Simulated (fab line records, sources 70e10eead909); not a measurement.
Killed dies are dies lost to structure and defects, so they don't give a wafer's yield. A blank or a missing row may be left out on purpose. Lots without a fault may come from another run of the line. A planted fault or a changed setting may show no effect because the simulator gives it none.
Chamber matching | flow nand_harc | NHARC_A_CHANNEL_HOLE_D1_ETCH_39 on rie_diel-01: 4 sister chambers
The step etches the open film in N2/H2, target depth 260 nm, time 325 s. 18 wafers are shown with their chamber, then 9 later ones without.

WAFERS WITH THEIR CHAMBER
wafer  | chamber | showerhead_plenum_p_Torr (Torr) | run_length_s (s) | rf_vpp_V (V)
L910.4 | 0       | 2.02                            | 345.7            | 428.9
L910.5 | 3       | 1.99                            | 346.5            | 429.0
L910.6 | 2       | 2.11                            | 345.5            | 433.0
L912.1 | 1       | 2.01                            | 346.1            | 428.3
L912.4 | 2       | 2.11                            | 345.7            | 430.9
L912.5 | 0       | 2.02                            | 345.4            | 430.8
L911.2 | 1       | 2.01                            | 345.6            | 430.0
L911.3 | 3       | 1.99                            | 346.8            | 428.8
L911.6 | 0       | 2.02                            | 345.3            | 431.1
L914.1 | 0       | 2.02                            | 345.8            | 429.1
L914.4 | 1       | 2.01                            | 345.6            | 427.0
L914.5 | 2       | 2.11                            | 345.8            | 432.9
L916.2 | 0       | 2.02                            | 345.8            | 429.2
L916.5 | 0       | 2.02                            | 345.3            | 430.1
L916.6 | 1       | 2.00                            | 346.1            | 428.7
L917.1 | 2       | 2.11                            | 346.1            | 432.2
L917.5 | 3       | 1.99                            | 346.7            | 430.6
L917.6 | 0       | 2.02                            | 345.5            | 429.8

SIGNATURES (means of the wafers above)
reading                  | chamber 0 | chamber 1 | chamber 2 | chamber 3 | scatter within a chamber
showerhead_plenum_p_Torr | 2.0200    | 2.0075    | 2.1100    | 1.9900    | 0.00231
run_length_s             | 345.543   | 345.850   | 345.775   | 346.667   | 0.236
rf_vpp_V                 | 429.857   | 428.500   | 432.250   | 429.467   | 0.991
Rule: a wafer's distance from a chamber is the root of the sum, over the readings, of the square of ((its reading less the chamber's mean) divided by the reading's scatter). The wafer belongs to the nearest chamber; if the next one is less than 2 further off, it can't be placed. The scatter: the root of (the sum of the squares of (reading less its chamber's mean) over the shown wafers, divided by (wafers less chambers)).

WAFERS WITHOUT THEIR CHAMBER
wafer  | showerhead_plenum_p_Torr (Torr) | run_length_s (s) | rf_vpp_V (V)
L918.1 | 1.99                            | 346.6            | 430.2
L918.4 | 2.02                            | 345.3            | 429.6
L918.6 | 2.02                            | 345.5            | 429.1
L921.1 | 2.10                            | 345.5            | 431.8
L921.3 | 2.02                            | 345.8            | 431.3
L921.4 | 2.00                            | 345.6            | 428.1
L922.1 | 2.10                            | 345.7            | 432.6
L922.3 | 2.02                            | 345.5            | 430.2
L922.4 | 1.99                            | 346.3            | 428.3

WHICH CHAMBER EACH WENT THROUGH
wafer  | from the rows above | in truth
L918.1 | 3                   | 3
L918.4 | 0                   | 0
L918.6 | 0                   | 0
L921.1 | 2                   | 2
L921.3 | 0                   | 0
L921.4 | 1                   | 1
L922.1 | 2                   | 2
L922.3 | 0                   | 0
L922.4 | 3                   | 3
Placed correctly: 9 of 9. Can't be placed from these rows: 0. Placed wrongly: 0.
